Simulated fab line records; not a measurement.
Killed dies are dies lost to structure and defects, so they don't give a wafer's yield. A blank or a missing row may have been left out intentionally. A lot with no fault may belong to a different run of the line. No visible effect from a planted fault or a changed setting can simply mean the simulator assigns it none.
fab line records + flow nand_harc
record:
- lots: 6
- wafers: 18
- last_day: 24
route steps=1159 shown A_BONDPAD@1065 END@1159
lots that met no fault: from a run of the same line without faults
start_h: the number of hours between the record's first day and the start of the first shown wafer of the lot + wait_h: hours elapsed since this lot's preceding step + " the same as in the row above + L1.1+2: several wafers, shown together as one row + - no value present, or no start provided + * or withheld: withheld + < > ~ a bound
route shown NAME@n: names a module that has steps shown in the file, with the first one's number in the route + usual: mean and standard deviation over wafers with no fault + same: alike in all rows + chamber/n: place in a boat + sites: per-site readings + _std_site: the values' standard deviation + _edge_site: outer sites' mean less inner sites' + radius_mm: for every site, how far away it sits from the centre of the wafer + mask NAME#n: copy n + behind: the most recent tool/chamber to have shaped the wafer + hold: reason for holding the lot/hours on hold/outcome of the hold + device: which transistor (n, p or np) failed to switch + end of line: the route-end tests of the same wafers + a step given without rows: its recipe and nothing more + killed: count of dies lost to structure and defects at first sort (not the wafer's yield) + map: a wafer's dies, marking killed ones x, the rest . and places with no die _
set.NAME: the run value of the setting; set.NAME@STEP: its run value at that earlier step + model.NAME: the simulator's own value behind a step, which no gauge read
lots at selected steps of the route; one table per step, one row per wafer
services: from which hour (start_h, from the record's first day; less than 0 if before it) a tool's chamber was out of use, for how many hours, and why
== steps ==
step: NHARC_A_BONDPAD_COAT_33
recipe:
- temp_c: 200
- time_s: 65
step: NHARC_A_BONDPAD_COAT_03
recipe:
- spin_rpm: 2000
- resist_thk_nm: 600
step: NHARC_A_BONDPAD_SOFTBAKE_04
recipe:
- temp_c: 125
- time_s: 70
step: NHARC_A_BONDPAD_EBR_05
step: NHARC_A_BONDPAD_EXPOSE_06
recipe:
- na: 0.55
- dose_mj: 36.99
- mask_id: A_BPAD
step: NHARC_A_BONDPAD_PEB_07
recipe:
- peb_temp_c: 128
- peb_time_s: 80
step: NHARC_A_BONDPAD_DEVELOP_08
recipe:
- time_s: 50
- dev_temp_c: 22
step: NHARC_A_BONDPAD_CD_MEAS_09
recipe:
- target_cd_nm: 500
- landing_energy_ev: 500
usual:
- cd_nm: 499.7/1.9
| lot.wafer | tool      | chamber | start_h | wait_h | cd_nm |
|-----------|-----------|---------|---------|--------|-------|
| L155.1    | cd_sem-03 | 0       | 425.45  | -      | 500.5 |
| L155.2    | "         | 0       | "       | "      | 499.4 |
| L155.3    | "         | 0       | "       | "      | 499.1 |
| L157.1    | cd_sem-02 | 0       | 436.79  | -      | 502.8 |
| L157.2    | "         | 0       | "       | "      | 505.2 |
| L157.4    | "         | 0       | "       | "      | 502.7 |
| L161.1    | cd_sem-02 | 0       | 467.54  | -      | 499.9 |
| L161.2    | "         | 0       | "       | "      | 498.6 |
| L161.4    | "         | 0       | "       | "      | 501.5 |
| L173.3    | cd_sem-03 | 0       | 515.78  | -      | 500.6 |
| L173.4    | "         | 0       | "       | "      | 504.6 |
| L173.6    | "         | 0       | "       | "      | 501.0 |
| L177.3    | cd_sem-02 | 0       | 530.20  | -      | 498.3 |
| L177.4    | "         | 0       | "       | "      | 498.1 |
| L177.5    | "         | 0       | "       | "      | 496.2 |
| L175.3    | cd_sem-01 | 0       | 536.80  | -      | 496.6 |
| L175.5    | "         | 0       | "       | "      | 498.4 |
| L175.6    | "         | 0       | "       | "      | 499.9 |
step: NHARC_A_BONDPAD_OVL_MEAS_35
usual:
- overlay_x_nm: -1/6
- overlay_y_nm: -2/5.6
| lot.wafer | tool       | chamber | start_h | wait_h | overlay_x_nm | overlay_y_nm |
|-----------|------------|---------|---------|--------|--------------|--------------|
| L155.1    | overlay-01 | -       | 425.54  | -      | -4           | -3           |
| L155.2    | "          | -       | "       | "      | -4           | -3           |
| L155.3    | "          | -       | "       | "      | -5           | -3           |
| L157.1    | overlay-02 | -       | 436.88  | -      | 6            | 4            |
| L157.2    | "          | -       | "       | "      | 6            | 4            |
| L157.4    | "          | -       | "       | "      | 7            | 4            |
| L161.1    | overlay-01 | -       | 467.63  | -      | -12          | -3           |
| L161.2    | "          | -       | "       | "      | -12          | -3           |
| L161.4    | "          | -       | "       | "      | -13          | -3           |
| L173.3    | overlay-01 | -       | 515.86  | -      | -1           | -1           |
| L173.4    | "          | -       | "       | "      | 0            | -1           |
| L173.6    | "          | -       | "       | "      | 1            | -2           |
| L177.3    | overlay-02 | -       | 530.28  | -      | -9           | -11          |
| L177.4    | "          | -       | "       | "      | -10          | -10          |
| L177.5    | "          | -       | "       | "      | -10          | -10          |
| L175.3    | overlay-02 | -       | 536.89  | -      | 9            | -4           |
| L175.5    | "          | -       | "       | "      | 9            | -4           |
| L175.6    | "          | -       | "       | "      | 8            | -5           |
step: NHARC_A_BONDPAD_HARDBAKE_10
recipe:
- temp_c: 118
- time_s: 65
step: NHARC_A_BONDPAD_DESCUM_11
recipe:
- time_s: 3
- o2_flow_sccm: 200
- ar_flow_sccm: 0
- bias_power_w: 0
- chemistry: O2
usual:
- drypump_motor_current_A: 5.7/0.39
- mfc_ar_sccm: 0.020/0.014
- oes_product_au: 0.999/0.0095
- rf_vpp_V: 57.8/0.97
- showerhead_plenum_p_Torr: 1.91/0.08
- throttle_valve_pct: 11.311/0.0083
| lot.wafer | tool        | chamber | start_h | wait_h | drypump_motor_current_A | mfc_ar_sccm | oes_product_au | rf_hours_counter_h | rf_vpp_V | showerhead_plenum_p_Torr | throttle_valve_pct |
|-----------|-------------|---------|---------|--------|-------------------------|-------------|----------------|--------------------|----------|--------------------------|--------------------|
| L155.1    | rie_diel-03 | 1       | 425.66  | -      | 5.1                     | 0.035       | 0.975          | 1                  | 61.4     | 1.97                     | 11.314             |
| L155.2    | "           | 2       | "       | "      | 6.1                     | 0.030       | 1.002          | 1                  | 57.3     | 1.85                     | 11.295             |
| L155.3    | "           | 0       | "       | "      | 5.7                     | 0           | 0.986          | 1                  | 56.1     | 1.80                     | 11.324             |
| L157.2    | rie_diel-03 | 0       | 437.01  | -      | 5.7                     | 0           | 0.992          | 2                  | 56.9     | 1.80                     | 11.323             |
| L157.4    | "           | 1       | "       | "      | 5.1                     | 0.035       | 0.993          | 2                  | 58.4     | 1.97                     | 11.306             |
| L157.1    | "           | 2       | "       | "      | 6.1                     | 0.030       | 1.007          | 2                  | 57.8     | 1.85                     | 11.312             |
| L161.2    | rie_diel-03 | 2       | 467.75  | -      | 6.1                     | 0.030       | 1.002          | 3                  | 55.5     | 1.85                     | 11.312             |
| L161.1    | "           | 0       | "       | "      | 5.7                     | 0           | 0.989          | 3                  | 56.4     | 1.80                     | 11.317             |
| L161.4    | "           | 1       | "       | "      | 5.0                     | 0.035       | 1.006          | 3                  | 58.6     | 1.97                     | 11.306             |
| L173.4    | rie_diel-03 | 3       | 516.00  | -      | 5.9                     | 0.017       | 0.999          | 5                  | 57.7     | 2.00                     | 11.315             |
| L173.3    | "           | 0       | "       | "      | 5.7                     | 0           | 0.995          | 5                  | 58.1     | 1.80                     | 11.304             |
| L173.6    | "           | 1       | "       | "      | 5.0                     | 0.035       | 0.995          | -                  | 59.0     | 1.96                     | 11.313             |
| L177.4    | rie_diel-03 | 3       | 530.43  | -      | 5.9                     | 0.017       | 0.989          | 6                  | 55.8     | 2.00                     | 11.324             |
| L177.3    | "           | 0       | "       | "      | 5.7                     | 0           | 1.000          | 6                  | 58.1     | 1.80                     | 11.318             |
| L177.5    | "           | 2       | "       | "      | 6.1                     | 0.030       | 1.011          | -                  | 57.5     | 1.85                     | 11.316             |
| L175.3    | rie_diel-07 | 1       | 537.02  | -      | 5.9                     | 0           | 1.013          | 24                 | 57.9     | 2.00                     | 11.320             |
| L175.5    | "           | 0       | "       | "      | 5.6                     | 0           | 1.010          | -                  | 56.5     | 1.95                     | 11.316             |
| L175.6    | "           | 1       | "       | "      | 5.9                     | 0           | 1.016          | -                  | 58.6     | 2.00                     | 11.307             |
step: NHARC_A_BONDPAD_ETCH_34
recipe:
- target_depth_a: 600
- overetch_a: 180
- time_s: 65.91
- ion_energy_ev: 200
- n2_flow_sccm: 150
- h2_flow_sccm: 150
- ar_flow_sccm: 0
- rf_w: 400
- bias_w: 150
- chemistry: N2/H2
usual:
- drypump_motor_current_A: 5.7/0.41
- mfc_ar_sccm: 0.020/0.014
- oes_product_au: 0.998/0.008
- rf_fwd_power_W: 396.6/1.6
- rf_vpp_V: 430.4/2.5
- showerhead_plenum_p_Torr: 2.04/0.087
- throttle_valve_pct: 14.171/0.01
| lot.wafer | tool        | chamber | start_h | wait_h | drypump_motor_current_A | mfc_ar_sccm | oes_product_au | rf_fwd_power_W | rf_hours_counter_h | rf_vpp_V | showerhead_plenum_p_Torr | throttle_valve_pct |
|-----------|-------------|---------|---------|--------|-------------------------|-------------|----------------|----------------|--------------------|----------|--------------------------|--------------------|
| L155.3    | rie_diel-03 | 3       | 425.75  | 0.1    | 5.9                     | 0.017       | 0.996          | 393.7          | 1                  | 433.6    | 2.13                     | 14.171             |
| L155.2    | "           | 1       | "       | "      | 5.0                     | 0.035       | 0.990          | 395.3          | 1                  | 433.3    | 2.10                     | 14.158             |
| L155.1    | "           | 2       | "       | "      | 6.1                     | 0.030       | 1.006          | 395.5          | 1                  | 427.8    | 1.97                     | 14.176             |
| L157.1    | rie_diel-03 | 0       | 437.09  | 0.1    | 5.7                     | 0           | 0.978          | 398.7          | 2                  | 427.8    | 1.92                     | 14.170             |
| L157.2    | "           | 2       | "       | "      | 6.1                     | 0.030       | 0.988          | 396.7          | 2                  | 429.8    | 1.97                     | 14.151             |
| L157.4    | "           | 3       | "       | "      | 5.9                     | 0.017       | 0.990          | 397.0          | 2                  | 431.4    | 2.13                     | 14.181             |
| L161.4    | rie_diel-03 | 0       | 467.84  | 0.1    | 5.7                     | 0           | 0.982          | 400.1          | 3                  | 427.4    | 1.92                     | 14.175             |
| L161.1    | "           | 1       | "       | "      | 5.0                     | 0.035       | 0.994          | 395.2          | 3                  | 433.5    | 2.10                     | 14.180             |
| L161.2    | "           | 2       | "       | "      | 6.1                     | 0.030       | 1.008          | 397.1          | 3                  | 428.8    | 1.97                     | 14.168             |
| L173.4    | rie_diel-03 | 3       | 516.08  | 0.1    | 5.9                     | 0.017       | 0.987          | 394.3          | 5                  | 432.2    | 2.13                     | 14.176             |
| L173.3    | "           | 1       | "       | "      | 5.0                     | 0.035       | 1.001          | 395.5          | 5                  | 431.3    | 2.10                     | 14.176             |
| L173.6    | "           | 3       | "       | "      | 5.9                     | 0.017       | 0.994          | 394.6          | -                  | 434.8    | 2.13                     | 14.171             |
| L177.3    | rie_diel-03 | 0       | 530.50  | 0.1    | 5.7                     | 0           | 1.000          | 399.1          | 6                  | 427.9    | 1.92                     | 14.168             |
| L177.4    | "           | 1       | "       | "      | 5.1                     | 0.035       | 1.003          | 399.2          | 5                  | 431.9    | 2.10                     | 14.167             |
| L177.5    | "           | 0       | "       | "      | 5.7                     | 0           | 0.994          | 397.9          | -                  | 425.8    | 1.92                     | 14.161             |
| L175.3    | rie_diel-07 | 0       | 537.11  | 0.1    | 5.7                     | 0           | 1.013          | 397.2          | 22                 | 431.5    | 2.08                     | 14.169             |
| L175.5    | "           | 1       | "       | "      | 5.9                     | 0           | 1.008          | 395.0          | -                  | 432.1    | 2.13                     | 14.168             |
| L175.6    | "           | 2       | "       | "      | 6.2                     | 0           | 0.996          | 393.6          | -                  | 430.5    | 2.10                     | 14.170             |
step: NHARC_A_BONDPAD_ETCH_12
recipe:
- target_depth_a: 2200
- time_s: 110
- chf3_flow_sccm: 50
- o2_flow_sccm: 10
- ar_flow_sccm: 200
- rf_w: 500
- bias_w: 200
- chemistry: CHF3/O2
usual:
- drypump_motor_current_A: 5.7/0.4
- mfc_ar_sccm: 200.1/0.65
- oes_product_au: 0.949/0.021
- rf_fwd_power_W: 497.1/1.9
- rf_vpp_V: 370.5/2.3
- showerhead_plenum_p_Torr: 2.40/0.097
- throttle_valve_pct: 20.573/0.0093
| lot.wafer | tool        | chamber | start_h | wait_h | drypump_motor_current_A | mfc_ar_sccm | oes_product_au | rf_fwd_power_W | rf_hours_counter_h | rf_vpp_V | showerhead_plenum_p_Torr | throttle_valve_pct |
|-----------|-------------|---------|---------|--------|-------------------------|-------------|----------------|----------------|--------------------|----------|--------------------------|--------------------|
| L155.2    | rie_diel-03 | 1       | 426.32  | -      | 5.1                     | 199.7       | 0.919          | 494.9          | 1                  | 372.8    | 2.47                     | 20.559             |
| L155.1    | "           | 2       | "       | "      | 6.1                     | 200.4       | 0.926          | 497.9          | 1                  | 369.0    | 2.32                     | 20.585             |
| L155.3    | "           | 3       | "       | "      | 5.9                     | 201.6       | 0.923          | 495.2          | 1                  | 371.4    | 2.51                     | 20.561             |
| L157.4    | rie_diel-03 | 2       | 437.19  | -      | 6.1                     | 200.1       | 0.979          | 495.7          | 2                  | 369.4    | 2.32                     | 20.574             |
| L157.2    | "           | 3       | "       | "      | 5.9                     | 199.9       | 0.955          | 495.7          | 2                  | 372.2    | 2.51                     | 20.563             |
| L157.1    | "           | 0       | "       | "      | 5.7                     | 200.9       | 0.948          | 498.9          | 2                  | 367.0    | 2.27                     | 20.579             |
| L161.1    | rie_diel-03 | 3       | 467.93  | -      | 5.9                     | 199.7       | 0.946          | 496.3          | 3                  | 372.1    | 2.51                     | 20.569             |
| L161.4    | "           | 0       | "       | "      | 5.7                     | 199.6       | 0.973          | 497.0          | 3                  | 367.5    | 2.27                     | 20.571             |
| L161.2    | "           | 2       | "       | "      | 6.1                     | 200.3       | 0.967          | 497.1          | 3                  | 367.6    | 2.32                     | 20.590             |
| L173.3    | rie_diel-03 | 2       | 516.16  | -      | 6.1                     | 201.0       | 1.053          | 555.9          | 5                  | 369.6    | 2.32                     | 20.582             |
| L173.4    | "           | 0       | "       | "      | 5.7                     | 200.5       | 1.055          | 556.1          | 5                  | 367.7    | 2.27                     | 20.586             |
| L173.6    | "           | 2       | "       | "      | 6.1                     | 200.7       | 1.048          | 556.3          | -                  | 369.2    | 2.32                     | 20.573             |
| L177.4    | rie_diel-03 | 1       | 530.59  | -      | 5.0                     | 200.7       | 1.004          | 558.5          | 6                  | 371.6    | 2.46                     | 20.567             |
| L177.3    | "           | 0       | "       | "      | 5.7                     | 198.7       | 1.021          | 560.6          | 6                  | 367.2    | 2.27                     | 20.574             |
| L177.5    | "           | 2       | "       | "      | 6.1                     | 200.5       | 1.008          | 555.6          | -                  | 367.7    | 2.32                     | 20.560             |
| L175.3    | rie_diel-07 | 3       | 537.21  | -      | 6.2                     | 199.9       | 0.931          | 496.5          | 22                 | 366.9    | 2.27                     | 20.578             |
| L175.5    | "           | 0       | "       | "      | 5.6                     | 199.1       | 0.921          | 499.2          | -                  | 371.3    | 2.44                     | 20.562             |
| L175.6    | "           | 1       | "       | "      | 5.9                     | 200.4       | 0.918          | 498.0          | -                  | 374.1    | 2.50                     | 20.573             |
step: NHARC_A_BONDPAD_CD_MEAS_13
usual:
- cd_nm: 499.5/2.2
| lot.wafer | tool      | chamber | start_h | wait_h | cd_nm |
|-----------|-----------|---------|---------|--------|-------|
| L155.1    | cd_sem-02 | -       | 426.46  | -      | 500.7 |
| L155.2    | "         | -       | "       | "      | 498.1 |
| L155.3    | "         | -       | "       | "      | 497.4 |
| L157.1    | cd_sem-02 | -       | 437.32  | -      | 503.9 |
| L157.2    | "         | -       | "       | "      | 504.2 |
| L157.4    | "         | -       | "       | "      | 503.5 |
| L161.1    | cd_sem-03 | -       | 468.07  | -      | 499.3 |
| L161.2    | "         | -       | "       | "      | 499.0 |
| L161.4    | "         | -       | "       | "      | 503.2 |
| L173.3    | cd_sem-01 | -       | 516.32  | -      | 500.7 |
| L173.4    | "         | -       | "       | "      | 504.8 |
| L173.6    | "         | -       | "       | "      | 501.9 |
| L177.3    | cd_sem-01 | -       | 530.73  | -      | 498.8 |
| L177.4    | "         | -       | "       | "      | 496.7 |
| L177.5    | "         | -       | "       | "      | 497.3 |
| L175.3    | cd_sem-01 | -       | 537.33  | -      | 496.9 |
| L175.5    | "         | -       | "       | "      | 497.1 |
| L175.6    | "         | -       | "       | "      | 501.5 |
step: NHARC_END_SORT_01
recipe:
- temp_c: 25
usual:
- defect_limited_yield: 95.4/1.5
- killed_at_array: 28/10
- killed_at_other: 0.5/0.82
- killed_at_periphery: 3.4/2.2
- killed_dies: 31/10
- killed_open: 3.4/1.9
- killed_short: 1.9/1.3
- sort_bin_2_pct: 1.5/0.6
- sort_bin_3_pct: 0.29/0.24
- sort_bin_4_pct: 2.9/0.97
- sort_n_pass: 646/10
- sort_rim_yield_pct: 94.7/3
- sort_yield_pct: 95.4/1.5
same:
- gross_dies: 677
- sort_bin_5_pct[%]: 0
- sort_bin_6_pct[%]: 0
- sort_bin_7_pct[%]: 0
- sort_bin_8_pct[%]: 0
- sort_rim_n_gross: 106.00
| lot.wafer | tool      | chamber | start_h | wait_h | defect_limited_yield[%] | killed_at_array | killed_at_other | killed_at_periphery | killed_dies | killed_open | killed_short | sort_bin_2_pct[%] | sort_bin_3_pct[%] | sort_bin_4_pct[%] | sort_n_pass | sort_rim_yield_pct[%] | sort_yield_pct[%] |
|-----------|-----------|---------|---------|--------|-------------------------|-----------------|-----------------|---------------------|-------------|-------------|--------------|-------------------|-------------------|-------------------|-------------|-----------------------|-------------------|
| L161.1    | prober-02 | 0       | 499.49  | 2.5    | 96.6                    | 20              | 0               | 3                   | 23          | 5           | 1            | 0.7               | 0.15              | 2.5               | 654         | 95.3                  | 96.6              |
| L161.2    | prober-02 | 0       | 500.29  | 2.8    | 95.9                    | 23              | 0               | 5                   | 28          | 3           | 6            | 0.7               | 0.15              | 3.2               | 649         | 93.4                  | 95.9              |
| L161.4    | prober-02 | 0       | 501.88  | 3.4    | 97.6                    | 14              | 1               | 1                   | 16          | 1           | 1            | 0.4               | 0.15              | 1.8               | 661         | 96.2                  | 97.6              |
| L173.3    | prober-01 | 0       | 547.18  | 3.1    | 93.1                    | 45              | 0               | 2                   | 47          | 5           | 0            | 3.0               | 0.44              | 3.5               | 630         | 94.3                  | 93.1              |
| L173.6    | prober-01 | 0       | 549.60  | 4.0    | 93.4                    | 45              | 0               | 0                   | 45          | 6           | 1            | 2.1               | 0.44              | 4.1               | 632         | 91.5                  | 93.4              |
| L177.3    | prober-02 | 0       | 564.54  | 3.1    | 93.6                    | 40              | 1               | 2                   | 43          | 6           | 3            | 1.3               | 0.30              | 4.7               | 634         | 98.1                  | 93.6              |
| L177.4    | prober-02 | 0       | 565.34  | 3.4    | 95.1                    | 24              | 0               | 9                   | 33          | 6           | 1            | 1.8               | 0.44              | 2.7               | 644         | 91.5                  | 95.1              |
| L177.5    | prober-02 | 0       | 566.14  | 3.7    | 95.3                    | 28              | 1               | 3                   | 32          | 4           | 2            | 1.2               | 0.30              | 3.2               | 645         | 98.1                  | 95.3              |
killed by level:class
L161.1 A_CONTACT:chamber_film_flake=8 A_CHANNEL_HOLE_D1:chamber_film_flake=3 A_STAIRCASE:chamber_film_flake=3 P_CONTACT:geometric_particle:open=1 P_M0:geometric_particle:open=1 A_ONON_D1:geometric_particle:open=1 A_CHANNEL_FILL_D1:geometric_particle:short=1 A_WL_FILL:geometric_particle:open=1
L161.2 A_CONTACT:chamber_film_flake=7 P_STI:chamber_film_flake=3 A_STAIRCASE:chamber_film_flake=3 A_WL_FILL:geometric_particle:short=2 A_CHANNEL_HOLE_D1:chamber_film_flake=2 A_CHANNEL_FILL_D1:chamber_film_flake=2 A_M1:chamber_film_flake=2 P_STI:geometric_particle:short=1
L161.4 A_CHANNEL_HOLE_D1:chamber_film_flake=3 A_CONTACT:chamber_film_flake=3 A_STAIRCASE:chamber_film_flake=3 A_M1:chamber_film_flake=3 A_CHANNEL_FILL_D1:chamber_film_flake=2 P_GATE:geometric_particle:open=1 STARTING-WAFER:geometric_particle:short=1
L173.3 A_CHANNEL_HOLE_D1:chamber_film_flake=20 A_SLIT:chamber_film_flake=17 A_STAIRCASE:chamber_film_flake=3 P_CONTACT:geometric_particle:open=1 A_ONON_D1:geometric_particle:open=1 A_STAIRCASE:geometric_particle:open=1 A_M0:geometric_particle:open=1 A_M1:geometric_particle:open=1
L173.6 A_SLIT:chamber_film_flake=18 A_CHANNEL_HOLE_D1:chamber_film_flake=15 A_STAIRCASE:chamber_film_flake=3 A_ONON_D1:geometric_particle:open=2 A_CONTACT:chamber_film_flake=2 A_SGD_CUT:geometric_particle:open=1 A_CONTACT:geometric_particle:short=1 A_M0:geometric_particle:open=1
L177.3 A_SLIT:chamber_film_flake=24 A_CHANNEL_HOLE_D1:chamber_film_flake=3 A_ONON_D1:geometric_particle:open=2 A_WL_FILL:geometric_particle:short=2 A_M0:geometric_particle:open=2 A_STAIRCASE:chamber_film_flake=2 A_SOURCE_PLATE:geometric_particle:short=1 A_SOURCE_PLATE:geometric_particle:open=1
L177.4 A_SLIT:chamber_film_flake=10 A_CHANNEL_HOLE_D1:chamber_film_flake=8 P_GATE:chamber_film_flake=4 P_M0:geometric_particle:open=2 P_ZERO_WELL:chamber_film_flake=2 A_WL_FILL:chamber_film_flake=2 P_CONTACT:geometric_particle:open=1 A_CHANNEL_HOLE_D1:geometric_particle:open=1
L177.5 A_SLIT:chamber_film_flake=15 A_CHANNEL_HOLE_D1:chamber_film_flake=6 A_CONTACT:geometric_particle:open=4 A_WL_FILL:geometric_particle:short=2 P_ZERO_WELL:chamber_film_flake=2 P_GATE:chamber_film_flake=1 A_STAIRCASE:chamber_film_flake=1 THIN_TSV:chamber_film_flake=1
== services ==
| tool        | chamber | start_h | hours | kind   |
|-------------|---------|---------|-------|--------|
| rie_diel-03 | 0       | 401.82  | -     | clean  |
| rie_diel-03 | 1       | 401.82  | -     | clean  |
| rie_diel-03 | 2       | 401.82  | -     | clean  |
| rie_diel-03 | 3       | 401.82  | -     | clean  |
| rie_diel-07 | -       | 405.20  | 9.0   | pm     |
| rie_diel-03 | 0       | 426.32  | -     | clean  |
| rie_diel-03 | 1       | 426.32  | -     | clean  |
| rie_diel-03 | 2       | 426.32  | -     | clean  |
| rie_diel-03 | 3       | 426.32  | -     | clean  |
| rie_diel-07 | 0       | 439.06  | 1.8   | repair |
| rie_diel-03 | 0       | 450.82  | -     | clean  |
| rie_diel-03 | 1       | 450.82  | -     | clean  |
| rie_diel-03 | 2       | 450.82  | -     | clean  |
| rie_diel-03 | 3       | 450.82  | -     | clean  |
| rie_diel-03 | 0       | 475.32  | -     | clean  |
| rie_diel-03 | 1       | 475.32  | -     | clean  |
| rie_diel-03 | 2       | 475.32  | -     | clean  |
| rie_diel-03 | 3       | 475.32  | -     | clean  |
| rie_diel-07 | 2       | 495.11  | 1.8   | repair |
| rie_diel-03 | 0       | 499.82  | -     | clean  |
| rie_diel-03 | 1       | 499.82  | -     | clean  |
| rie_diel-03 | 2       | 499.82  | -     | clean  |
| rie_diel-03 | 3       | 499.82  | -     | clean  |
| rie_diel-03 | 0       | 524.32  | -     | clean  |
== key ==
first_sign:
- step: NHARC_A_BONDPAD_ETCH_12
- reading: rf_fwd_power_W
- direction: up
- sigmas: 31
- usual: *
- struck: *
effect:
- step: NHARC_A_BONDPAD_ETCH_12
- reading: oes_product_au
- direction: up
- sigmas: 4
- usual: 0.949
- struck: 1.032
met_at NHARC_A_BONDPAD_ETCH_12
struck_wafers L173.3,L173.4,L173.6,L177.3,L177.4,L177.5
onset_between 467.93 516.16
fault:
- kind: process_parameter_drift
- tool: rie_diel-03
- chamber: -
- onset_h: 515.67
- steps: NHARC_A_BONDPAD_ETCH_12
- channel: rf_w
- offset: *
- shape: step
- end_h: 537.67
- acts_in: *
- stated: *
